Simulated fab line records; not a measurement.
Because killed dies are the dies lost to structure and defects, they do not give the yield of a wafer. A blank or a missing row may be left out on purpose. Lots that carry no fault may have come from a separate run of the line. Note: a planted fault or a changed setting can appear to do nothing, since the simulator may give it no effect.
Shared-tool check ; flow nandHarc ; Sample size 13 lots and 39 wafers

== REASON IT WAS OPENED ==
On 3 of the 13 lots, a flag is raised at NHARC_A_SOURCE_PLATE_THK_MEAS_06 on the reading thkNm. Fault-free wafers read 199.4 nm, with a standard deviation of 1.9.
Rule: flag the lot when none of its wafers has a number, or when each of its wafers that has one lies beyond 4 standard deviations from that mean. All remaining lots are regarded as sound.

lot;measured;on;thkNm (nm), wafer by wafer;flag
L930;day 8 05:40;filmMetro-02;199.6 199.8 198.9;
L932;day 9 08:16;filmMetro-02;196.2 198.6 198.8;
L933;day 9 08:16;filmMetro-01;203.0 199.5 198.6;
L934;day 9 20:37;filmMetro-02;199.9 198.4 197.8;
L935;day 10 01:07;filmMetro-01;197.5 199.8 201.1;
L936;day 10 20:41;filmMetro-01;197.9 200.4 200.0;
L938;day 11 16:49;filmMetro-01;198.4 197.0 197.0;
L939;day 11 16:49;filmMetro-02;197.2 195.8 195.2;
L944;day 13 18:32;filmMetro-02;281.7 278.4 279.7;FLAGGED
L943;day 13 18:32;filmMetro-01;279.3 280.7 280.9;FLAGGED
L942;day 13 18:33;filmMetro-02;284.3 283.2 282.3;FLAGGED
L951;day 16 18:32;filmMetro-01;197.5 200.4 199.2;
L952;day 17 05:37;filmMetro-02;197.7 197.9 200.0;
Average over the flagged lots: 281.2 nm; offset from the usual +81.8 nm, equal to +43 standard deviations.

== EACH LOT AND THE TOOL IT RAN ON ==
2 process steps preceding the reading are held in the record, out of 1302 steps in the route. Cell contents, in order: the tool; ch with the chambers the sampled wafers went through; the start.
lot;flag;NHARC_P_BONDPAD_DEGAS_25;NHARC_A_SOURCE_PLATE_CVD_03
L930;;pvdSputter-03, day 7 05:00;lpcvdPoly-04 ch 0, day 7 19:40
L932;;pvdSputter-02, day 8 06:51;lpcvdPoly-04 ch 0, day 8 21:02
L933;;pvdSputter-02, day 8 07:34;lpcvdPoly-04 ch 0, day 8 21:02
L934;;pvdSputter-03, day 8 18:19;lpcvdPoly-02 ch 0, day 9 08:29
L935;;pvdSputter-01, day 8 23:58;lpcvdPoly-01 ch 0, day 9 15:05
L936;;pvdSputter-02, day 9 15:50;lpcvdPoly-04 ch 0, day 10 09:37
L938;;pvdSputter-02, day 10 16:34;lpcvdPoly-04 ch 0, day 11 06:22
L939;;pvdSputter-03, day 10 15:40;lpcvdPoly-04 ch 0, day 11 06:22
L944;FLAGGED;pvdSputter-03, day 12 20:08;lpcvdPoly-04 ch 0, day 13 08:05
L943;FLAGGED;pvdSputter-01, day 12 18:31;lpcvdPoly-04 ch 0, day 13 08:05
L942;FLAGGED;pvdSputter-02, day 12 17:49;lpcvdPoly-04 ch 0, day 13 08:05
L951;;pvdSputter-02, day 15 18:25;lpcvdPoly-04 ch 0, day 16 08:33
L952;;pvdSputter-03, day 16 03:21;lpcvdPoly-01 ch 0, day 16 17:10
What the steps here do:
- NHARC_P_BONDPAD_DEGAS_25: time 60 s.
- NHARC_A_SOURCE_PLATE_CVD_03: deposits poly-Si, target thk 200 nm, time 4000 s.
- NHARC_A_SOURCE_PLATE_THK_MEAS_06: measures by ellipsometry.

== FLAGGED OVER TOTAL, TOOL BY TOOL (the gauges that took the reading come last) ==
step;tool;lots run;flagged;share of the flagged lots;sound lots run after its first flagged lot
NHARC_P_BONDPAD_DEGAS_25;pvdSputter-01;2;1;some;0
NHARC_P_BONDPAD_DEGAS_25;pvdSputter-02;6;1;some;1 (L951)
NHARC_P_BONDPAD_DEGAS_25;pvdSputter-03;5;1;some;1 (L952)
NHARC_A_SOURCE_PLATE_CVD_03;lpcvdPoly-01;2;0;none;-
NHARC_A_SOURCE_PLATE_CVD_03;lpcvdPoly-02;1;0;none;-
NHARC_A_SOURCE_PLATE_CVD_03;lpcvdPoly-04;10;3;all;1 (L951)
NHARC_A_SOURCE_PLATE_THK_MEAS_06;filmMetro-01;6;1;some;1 (L951)
NHARC_A_SOURCE_PLATE_THK_MEAS_06;filmMetro-02;7;2;some;1 (L952)

== WHAT THE TABLE PERMITS ==
In the table, 1 row covers all flagged lots: lpcvdPoly-04 at NHARC_A_SOURCE_PLATE_CVD_03.
- lpcvdPoly-04 at NHARC_A_SOURCE_PLATE_CVD_03: 3 of its 10 lots flagged. Lots that were sound ran on it after the first flagged one (L951); a persistent fault on the entire tool would not allow that. Its own readings (spikeTcCentreC, spikeTcLowerC, spikeTcTopC, spikeTcUpperC) fall more than 4 standard deviations out on all wafers of the flagged lots.
Every row of the table either missed a flagged lot or ran a sound lot after the first.

== WHAT THE SIMULATOR HAD PUT IN ==
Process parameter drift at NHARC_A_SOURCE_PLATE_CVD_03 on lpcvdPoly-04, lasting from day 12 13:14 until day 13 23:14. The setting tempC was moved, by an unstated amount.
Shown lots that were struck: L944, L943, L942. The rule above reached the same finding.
